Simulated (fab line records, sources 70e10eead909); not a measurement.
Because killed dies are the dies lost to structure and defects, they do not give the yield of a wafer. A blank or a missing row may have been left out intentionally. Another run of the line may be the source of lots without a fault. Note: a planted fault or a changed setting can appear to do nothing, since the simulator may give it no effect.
Which of the tools did it? -- flow nand-harc -- 7 lots with 21 wafers sampled at 4 steps, on a route of 1302 steps

== WHAT THE GAUGES READ, wafer by wafer ==
NHARC_P_CONTACT_INSPECT_27.
lot,measured,on,raw-defect-count
L789,day 6 08:53,defect-inspect-02,443 361 383
L797,day 9 20:58,defect-inspect-02,2383 2419 2371
L799,day 10 12:37,defect-inspect-01,2384 2291 2277
L801,day 12 00:37,defect-inspect-01,233 160 226
L804,day 12 19:13,defect-inspect-02,267 297 188
L807,day 13 22:53,defect-inspect-01,243 365 162
L810,day 15 10:54,defect-inspect-02,147 259 192

== WHAT TOOL EACH LOT RAN ON (gives the tool, then ch and the chambers of the sampled wafers, and finally the start) ==
lot,NHARC_P_GATE_RTA_64,NHARC_P_CONTACT_ETCH_35,NHARC_P_CONTACT_CMP_24
L789,"rtp-anneal-02 ch 0, day 6 02:52","rie-diel-01 ch 0,2, day 6 05:53","cmp-03 ch 0,2, day 6 08:30"
L797,"rtp-anneal-02 ch 0, day 9 14:41","rie-diel-05 ch 1,2,3, day 9 17:57","cmp-03 ch 1,2,3, day 9 20:37"
L799,"rtp-anneal-02 ch 0, day 10 06:31","rie-diel-04 ch 1,2,3, day 10 09:38","cmp-02 ch 0,2, day 10 12:14"
L801,"rtp-anneal-02 ch 0, day 11 18:29","rie-diel-04 ch 0,1,3, day 11 21:37","cmp-02 ch 0,1,3, day 12 00:12"
L804,"rtp-anneal-01 ch 0, day 12 13:11","rie-diel-01 ch 0,1,2, day 12 16:13","cmp-03 ch 0,2,3, day 12 18:49"
L807,"rtp-anneal-01 ch 0, day 13 16:41","rie-diel-05 ch 1,2,3, day 13 19:53","cmp-02 ch 1,2,3, day 13 22:29"
L810,"rtp-anneal-01 ch 0, day 15 04:48","rie-diel-05 ch 2,3, day 15 07:54","cmp-03 ch 0,2,3, day 15 10:29"
- NHARC_P_GATE_RTA_64: time 1 s.
- NHARC_P_CONTACT_ETCH_35: etches the open film in CF4, target depth 39 nm, time 65 s.
- NHARC_P_CONTACT_CMP_24: polishes, t overpolish 30 s, target thk 200 nm.

== THE ANSWER, worked out from the rows above alone ==
Rule: what is usual is taken from the lots themselves. The widest of any qualifying gaps counts: lots, ordered by their means at a reading, are off when they make up no more than a third of the lots, leave a main group of 4 or more, and stand apart from it by 3 or more times the standard deviation of that group's means. The tables above print the reading to a certain number of digits; a main group whose means all agree to those digits is not used. Also off: a lot with no number at a reading for which 4 or more lots have one. Any other lot the step has rows for is counted as sound.
Off at NHARC_P_CONTACT_INSPECT_27 (raw-defect-count): L797, L799. The main group has a mean of 262 with a standard deviation of 71.
A tool fits if, at a process step before that reading, it ran every lot that is off, and no sound lot after the first of them. Those tools and the gauges at NHARC_P_CONTACT_INSPECT_27 are tried in the same way. None of those tried fits.

== WHAT WAS PUT IN BY THE SIMULATOR ==
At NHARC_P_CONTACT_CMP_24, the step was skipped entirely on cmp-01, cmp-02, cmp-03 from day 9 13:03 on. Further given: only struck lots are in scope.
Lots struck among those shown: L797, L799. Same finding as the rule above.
